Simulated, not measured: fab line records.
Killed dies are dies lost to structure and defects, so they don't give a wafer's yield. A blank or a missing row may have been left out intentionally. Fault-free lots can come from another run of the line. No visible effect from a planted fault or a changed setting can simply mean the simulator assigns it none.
A lot that was struck, set against a sound lot ; flow n5-finfet ; 41 out of 1938 route steps
Sound: the wafers L891.1, L891.3, L891.4. The struck wafers were L901.2, L901.3, L901.5. Last of all comes the cause.
Each step with rows lists, per side, the tool, then ch with its chambers, then its first start. Under that, the readings that differ: sound wafers ; struck wafers ; difference of the means ; sigmas: that difference in standard deviations of wafers without a fault.
alike: readings whose means differ by less than 2 such deviations, and words and numbers that are the same on both sides. not compared: withheld readings, readings that some wafer has no value for, bounds like >300 that may hide the same value, and numbers for which the record gives no deviation and whose values overlap.
Wherever a step has rows on one side only, a row that says differs or no value, or a row with sigmas, the two part there. When numbers do not overlap yet have no deviation, they are printed without sigmas and do not part them. A reading missing from all wafers of one side parts the sides only when that side holds two or more wafers.

first, 1 step without rows for these wafers: N5_BEOL_M4_ANNEAL_82 (time 240 s).
N5_BEOL_M4_SPUTTER_86: material Cu, target thk 4.5 nm, time 8.29 s.
  sound on pvd-sputter-03, day 9 02:10; struck on pvd-sputter-03, day 11 18:40
  alike: substrate-temp-c, throttle-valve-pct
then, 2 steps without rows for these wafers: N5_BEOL_M4_ANNEAL_87 (time 240 s); N5_BEOL_M4_SPUTTER_88 (material Cu, target thk 4.5 nm, time 8.29 s).
N5_BEOL_M4_ANNEAL_89: time 240 s.
  sound on pvd-sputter-03, day 9 02:28; struck on pvd-sputter-03, day 11 18:58
  alike: heater-power-w
N5_BEOL_M4_SPUTTER_90: material Cu, target thk 4.5 nm, time 8.29 s.
  sound on pvd-sputter-03, day 9 02:36; struck on pvd-sputter-03, day 11 19:06
  alike: substrate-temp-c, throttle-valve-pct
then, 6 steps without rows for these wafers: N5_BEOL_M4_ANNEAL_91 (time 240 s); N5_BEOL_M4_SPUTTER_92 (material Cu, target thk 4.5 nm, time 8.29 s); N5_BEOL_M4_ANNEAL_93 (time 240 s); N5_BEOL_M4_SPUTTER_94 (material Cu, target thk 4.5 nm, time 8.29 s); N5_BEOL_M4_ANNEAL_95 (time 240 s); N5_BEOL_M4_SPUTTER_96 (material Cu, target thk 4.5 nm, time 8.29 s).
N5_BEOL_M4_ECD_50: material Cu, target thk 300 nm.
  sound on ecd-cu-01 ch 0,1, day 9 03:23; struck on ecd-cu-02 ch 0, day 11 19:53
N5_BEOL_M4_ANNEAL_51: time 90 s.
  sound on rtp-anneal-02 ch 0, day 9 03:28; struck on rtp-anneal-01 ch 0, day 11 20:00
  alike: wafer_temp_C_max
then, 1 step without rows for these wafers: N5_BEOL_M4_CMP_52 (polishes, stops on SiOC, t overpolish 6.8 s, target thk 40 nm).
N5_BEOL_M4_THK_MEAS_53: measures by xrf.
  sound on film-metro-01, day 9 04:04; struck on film-metro-02, day 11 20:33
  alike: M4_THK
then, 3 steps without rows for these wafers: N5_BEOL_M4_PRE_CLEAN_60 (time 15 s); N5_BEOL_M4_CO_CAP_55 (material Co, precursor CCTBA/H2, target thk 2 nm, time 102.1 s); N5_BEOL_M4_PRE_CLEAN_56 (time 15 s).
N5_BEOL_M4_DEP_57: deposits SiCN from 3MS/NH3, target thk 8 nm, time 14 s.
  sound on pecvd-03 ch 0,1,2, day 9 04:15; struck on pecvd-01 ch 1,2, day 11 20:46
reading;sound;struck;difference;sigmas
throttle-valve-pct (%);8.7 8.6 8.4;8.8 9.8 10.0;+1.0;+2
  alike: showerhead-plenum-p-Torr
N5_BEOL_M4_RS_MEAS_58: a four-point-probe measurement.
  sound on film-metro-02, day 9 04:19; struck on film-metro-01, day 11 20:50
  alike: M4_RS
N5_BEOL_M4_RC_MEAS_101:
  sound on prober-02 ch 0, day 9 04:22; struck on prober-01 ch 0, day 11 21:02
  alike: DIBL_N, DIBL_P, IOFF_N, IOFF_P, ION_N, ION_P, SS_N, SS_P, VT_N, VT_P
then, 2 steps without rows for these wafers: N5_BEOL_M5_ILD_DEP_00 (deposits SiCOH lowk from DEMS/porogen, target thk 140.64 nm, time 25.9 s); N5_BEOL_M5_CURE_79 (cures SiCOH lowk, time 240 s).
N5_BEOL_M5_THK_MEAS_01:
  sound on film-metro-01, day 9 05:55; struck on film-metro-01, day 11 22:25
  alike: M5_ILD_THK
then, 11 steps without rows for these wafers: N5_BEOL_M5_PECVD_70 (deposits SiO2 from TEOS/O2, target thk 16 nm, time 18 s); N5_BEOL_M5_HM_DEP_02 (deposits TiN, target thk 20 nm); N5_BEOL_M5_COAT_59 (time 60 s, resist thk 60 nm); N5_BEOL_M5_COAT_60 (time 60 s, resist thk 12 nm); N5_BEOL_M5_COAT_71 (time 60 s, resist thk 5 nm); N5_BEOL_M5_COAT_05 (resist thk 30 nm); N5_BEOL_M5_EBR_07; N5_BEOL_M5_SOFTBAKE_06 (time 60 s); N5_BEOL_M5_EXPOSE_08 (exposes mask M5, target cd 28 nm); N5_BEOL_M5_PEB_09 (peb time 60 s); N5_BEOL_M5_DEVELOP_10 (develop time 30 s).
N5_BEOL_M5_CD_MEAS_11: target cd 27.74 nm.
  sound on cd-sem-01 ch 0, day 9 07:12; struck on cd-sem-01 ch 0, day 12 00:57
  alike: cd-nm
N5_BEOL_M5_OVL_MEAS_12:
  sound on overlay-02 ch 0, day 9 07:14; struck on overlay-02 ch 0, day 12 00:59
  alike: M5_OVL
then, 2 steps without rows for these wafers: N5_BEOL_M5_DESCUM_16 (chemistry O2, time 7 s); N5_BEOL_M5_ETCH_72 (etches underlayer in N2/H2, target depth 6.5 nm, time 5.2 s).
-- the record jumps here: 5 days lie between the struck wafers' starts before and after (it left off in module BEOL_M5 and takes up again in module PASSIVATION, whose first step shown is number 1936 of the route) --
N5_PASSIVATION_PROBE_49:
  sound on prober-02, day 13 19:44; struck on prober-02, day 16 20:51
reading;sound;struck;difference;sigmas
defect-limited-yield (%);92.1 91.9 90.4;60.4 60.7 58.7;-31.5;-23
killed_at_M4_up;22 9 22;390 384 394;+372;+69
killed-dies;93 96 113;467 464 487;+372;+23
killed-on-rim;12 10 13;67 64 67;+54;+14
sort_bin_5_function (%);4.5 4.4 5.5;22.5 25.5 26.2;+19.9;+22
sort_bin_6_memory (%);3.2 3.6 3.6;14.2 12.1 12.9;+9.6;+14
sort-n-pass;1087 1084 1067;713 716 693;-372;-22
  alike: killed_at_M0_to_M3, killed-at-contacts, killed-at-front-end, killed-at-other, killed-open, killed-short, sort_bin_4_leakage, sort_bin_8_speed

== WHERE THEY PART ==
Earliest at N5_BEOL_M4_DEP_57; latest, in this record, at N5_PASSIVATION_PROBE_49.

WHY: whatever the simulator had introduced
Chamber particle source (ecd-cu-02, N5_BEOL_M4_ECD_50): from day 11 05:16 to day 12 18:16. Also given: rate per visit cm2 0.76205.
